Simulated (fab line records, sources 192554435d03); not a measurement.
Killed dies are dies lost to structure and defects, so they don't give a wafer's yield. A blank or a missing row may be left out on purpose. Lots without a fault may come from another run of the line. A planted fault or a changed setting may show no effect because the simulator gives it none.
Which tool did it? | flow n5_finfet | 23 lots, 69 wafers sampled, at 3 steps of a route of 1938

WHAT THE GAUGES READ, wafer by wafer
N5_MOL_CONTACT_COAG_INSPECT_57: inspects for defects (brightfield). Usual: raw_defect_count 183, standard deviation 53.
lot  | measured     | on                | raw_defect_count | flag
L074 | day 5 05:02  | defect_inspect-01 | 159 213 116      |
L075 | day 5 13:51  | defect_inspect-01 | 295 242 223      |
L076 | day 5 15:19  | defect_inspect-02 | 241 181 227      |
L077 | day 5 20:51  | defect_inspect-02 | 170 144 152      |
L078 | day 6 02:45  | defect_inspect-01 | 206 191 245      |
L079 | day 6 10:35  | defect_inspect-01 | 184 238 129      |
L080 | day 6 16:38  | defect_inspect-01 | 134 154 147      |
L081 | day 6 23:38  | defect_inspect-02 | 80 108 136       |
L082 | day 7 02:38  | defect_inspect-02 | 252 217 188      |
L083 | day 7 08:31  | defect_inspect-01 | 203 289 301      |
L084 | day 7 15:18  | defect_inspect-02 | 141 153 119      |
L086 | day 8 02:32  | defect_inspect-01 | 170 224 219      |
L087 | day 8 12:23  | defect_inspect-02 | 246 142 205      |
L088 | day 8 16:58  | defect_inspect-02 | 173 196 118      |
L089 | day 8 22:07  | defect_inspect-02 | 127 172 146      |
L090 | day 9 01:03  | defect_inspect-02 | 78 79 104        |
L091 | day 9 07:17  | defect_inspect-01 | 202 225 181      |
L092 | day 9 17:40  | defect_inspect-02 | 142 218 142      |
L093 | day 9 18:33  | defect_inspect-01 | 199 173 272      |
L094 | day 10 06:51 | defect_inspect-01 | 191 217 238      |
L095 | day 10 09:17 | defect_inspect-02 | 252 207 224      |
L096 | day 10 16:06 | defect_inspect-02 | 160 160 132      |
L097 | day 10 19:21 | defect_inspect-01 | 176 313 239      |

WHICH TOOL RAN EACH LOT (tool, then ch and the chambers of the sampled wafers, then the start)
lot  | N5_MOL_CONTACT_COAG_ETCH_106      | N5_MOL_CONTACT_COAG_ALD_27
L074 | rie_diel-05 ch 1,2, day 4 17:02   | ald_sin-02 ch 1,2, day 5 01:56
L075 | rie_diel-03 ch 0,1,3, day 5 05:18 | ald_sin-02 ch 0,1, day 5 10:44
L076 | rie_diel-05 ch 1,2, day 5 05:19   | ald_sin-02 ch 0,1,2, day 5 12:29
L077 | rie_diel-06 ch 1,2,3, day 5 12:07 | ald_sin-04 ch 0,3, day 5 18:01
L078 | rie_diel-05 ch 1,3, day 5 18:07   | ald_sin-01 ch 0,3, day 5 23:55
L079 | rie_diel-06 ch 1,2, day 6 01:33   | ald_sin-01 ch 1,2,3, day 6 07:43
L080 | rie_diel-03 ch 0,2,3, day 6 05:37 | ald_sin-01 ch 0,1, day 6 13:26
L081 | rie_diel-03 ch 0,3, day 6 12:41   | ald_sin-01 ch 0,2,3, day 6 20:41
L082 | rie_diel-05 ch 0,1,2, day 6 17:25 | ald_sin-02 ch 1,2,3, day 6 23:44
L083 | rie_diel-06 ch 1,2,3, day 6 22:59 | ald_sin-01 ch 0,1,3, day 7 05:41
L084 | rie_diel-05 ch 0,1,2, day 7 06:25 | ald_sin-02 ch 1,2,3, day 7 12:28
L086 | rie_diel-05 ch 0,1,2, day 7 17:04 | ald_sin-02 ch 0,1,3, day 7 23:29
L087 | rie_diel-06 ch 0,1, day 8 00:11   | ald_sin-02 ch 0,2, day 8 07:29
L088 | rie_diel-05 ch 1,3, day 8 05:28   | ald_sin-04 ch 0,2,3, day 8 12:19
L089 | rie_diel-05 ch 0,3, day 8 13:29   | ald_sin-04 ch 1,2,3, day 8 19:10
L090 | rie_diel-06 ch 1,2,3, day 8 16:24 | ald_sin-01 ch 0,1,3, day 8 21:30
L091 | rie_diel-06 ch 2,3, day 8 21:49   | ald_sin-01 ch 0,1,3, day 9 04:20
L092 | rie_diel-06 ch 0,1,2, day 9 05:28 | ald_sin-01 ch 1,2,3, day 9 14:40
L093 | rie_diel-05 ch 0,1,3, day 9 08:27 | ald_sin-02 ch 0,1, day 9 15:34
L094 | rie_diel-05 ch 0,2,3, day 9 20:34 | ald_sin-02 ch 1,2,3, day 10 03:49
L095 | rie_diel-06 ch 1,2,3, day 9 21:38 | ald_sin-04 ch 0,2,3, day 10 05:38
L096 | rie_diel-05 ch 1,3, day 10 05:56  | ald_sin-01 ch 0,1,2, day 10 12:45
L097 | rie_diel-06 ch 1,2, day 10 09:56  | ald_sin-01 ch 0,1,3, day 10 16:31
- N5_MOL_CONTACT_COAG_ETCH_106: etches SOC in N2/H2, target depth 80 nm, overetch 16 nm, time 120 s.
- N5_MOL_CONTACT_COAG_ALD_27: deposits SiOC, target thk 17 nm, pulse time 1.5 s, time 2720 s.

WHAT THE TOOLS THEMSELVES READ (means of the sampled wafers that have a number; where no wafer has one, the mark that the record gives instead)
N5_MOL_CONTACT_COAG_ETCH_106. Usual: drypump_motor_current_A 5.6 A, standard deviation 0.43; oes_product_au 0.69 a.u., standard deviation 0.074; rf_vpp_V 523.5 V, standard deviation 2.5; showerhead_plenum_p_Torr 2.53 Torr, standard deviation 0.084; throttle_valve_pct 17.76 %, standard deviation 0.21.
lot  | tool        | drypump_motor_current_A (A) | oes_product_au (a.u.) | rf_vpp_V (V) | showerhead_plenum_p_Torr (Torr) | throttle_valve_pct (%) | flag
L074 | rie_diel-05 | 5.5                         | 0.69                  | 525.5        | 2.61                            | 17.57                  |
L075 | rie_diel-03 | 5.7                         | 0.73                  | 524.1        | 2.52                            | 17.85                  |
L076 | rie_diel-05 | 5.4                         | 0.68                  | 524.2        | 2.57                            | 17.72                  |
L077 | rie_diel-06 | 5.9                         | 0.67                  | 522.1        | 2.46                            | 17.63                  |
L078 | rie_diel-05 | 5.2                         | 0.65                  | 523.5        | 2.53                            | 17.99                  |
L079 | rie_diel-06 | 5.6                         | 0.65                  | 520.8        | 2.46                            | 17.70                  |
L080 | rie_diel-03 | 6.0                         | 0.74                  | 522.2        | 2.47                            | 17.76                  |
L081 | rie_diel-03 | 5.8                         | 0.78                  | 522.3        | 2.48                            | 17.67                  |
L082 | rie_diel-05 | 5.5                         | 0.66                  | 524.3        | 2.56                            | 17.74                  |
L083 | rie_diel-06 | 5.8                         | 0.66                  | 521.7        | 2.46                            | 17.66                  |
L084 | rie_diel-05 | 5.5                         | 0.66                  | 525.1        | 2.56                            | 17.74                  |
L086 | rie_diel-05 | 5.5                         | 0.65                  | 524.7        | 2.56                            | 17.74                  |
L087 | rie_diel-06 | 5.1                         | 0.65                  | 525.5        | 2.59                            | 17.83                  |
L088 | rie_diel-05 | 5.2                         | 0.76                  | 522.2        | 2.50                            | 17.87                  |
L089 | rie_diel-05 | 5.4                         | 0.75                  | 523.0        | 2.50                            | 17.85                  |
L090 | rie_diel-06 | 5.8                         | 0.73                  | 524.2        | 2.56                            | 17.55                  |
L091 | rie_diel-06 | 5.9                         | 0.79                  | 526.3        | 2.62                            | 17.58                  |
L092 | rie_diel-06 | 5.4                         | 0.73                  | 525.4        | 2.62                            | 17.66                  |
L093 | rie_diel-05 | 5.4                         | 0.69                  | 522.7        | 2.51                            | 17.88                  |
L094 | rie_diel-05 | 5.5                         | 0.70                  | 525.0        | 2.54                            | 17.74                  |
L095 | rie_diel-06 | 5.8                         | 0.71                  | 524.2        | 2.55                            | 17.56                  |
L096 | rie_diel-05 | 5.2                         | 0.73                  | 522.5        | 2.49                            | 17.91                  |
L097 | rie_diel-06 | 5.5                         | 0.73                  | 525.4        | 2.59                            | 17.47                  |

N5_MOL_CONTACT_COAG_ALD_27. Usual: heater_power_outer_w 498 W, standard deviation 49; heater_power_w 817 W, standard deviation 64; precursor_pulse_height_rel 0.999, standard deviation 0.021.
lot  | tool       | heater_power_outer_w (W) | heater_power_w (W) | precursor_pulse_height_rel | flag
L074 | ald_sin-02 | 524                      | 818                | 0.980                      |
L075 | ald_sin-02 | 554                      | 853                | 0.998                      |
L076 | ald_sin-02 | 536                      | 853                | 0.995                      |
L077 | ald_sin-04 | 450                      | 754                | 0.992                      |
L078 | ald_sin-01 | 521                      | 830                | 0.985                      |
L079 | ald_sin-01 | 480                      | 862                | 1.000                      |
L080 | ald_sin-01 | 472                      | 787                | 0.997                      |
L081 | ald_sin-01 | 510                      | 853                | 0.993                      |
L082 | ald_sin-02 | 503                      | 807                | 0.998                      |
L083 | ald_sin-01 | 509                      | 823                | 1.000                      |
L084 | ald_sin-02 | 508                      | 803                | 0.998                      |
L086 | ald_sin-02 | 526                      | 859                | 1.013                      |
L087 | ald_sin-02 | 548                      | 897                | 1.022                      |
L088 | ald_sin-04 | 443                      | 728                | 1.007                      |
L089 | ald_sin-04 | 464                      | 768                | 0.998                      |
L090 | ald_sin-01 | 504                      | 820                | 0.980                      |
L091 | ald_sin-01 | 513                      | 827                | 0.993                      |
L092 | ald_sin-01 | 497                      | 838                | 1.005                      |
L093 | ald_sin-02 | 530                      | 841                | 1.014                      |
L094 | ald_sin-02 | 477                      | 767                | 1.005                      |
L095 | ald_sin-04 | 437                      | 743                | 1.020                      |
L096 | ald_sin-01 | 478                      | 812                | 1.014                      |
L097 | ald_sin-01 | 511                      | 827                | 1.014                      |

THE ANSWER, worked out from the rows above alone
Rule: a lot is off if the mean of its wafers that have a number lies more than 3 standard deviations from the usual mean. A lot without any number at a reading at which 4 lots or more have one is off too. The other lots that the step has rows for count as sound. The gauges are gone through in route order, then the tools' own readings, and for those a lot's mean is taken as printed above. The first step at which some lot is off is used, and at that step the reading that is off furthest; a lot without a number counts as furthest.
No lot is off at any reading shown: from this, nothing can be told.

WHAT THE SIMULATOR HAD PUT IN
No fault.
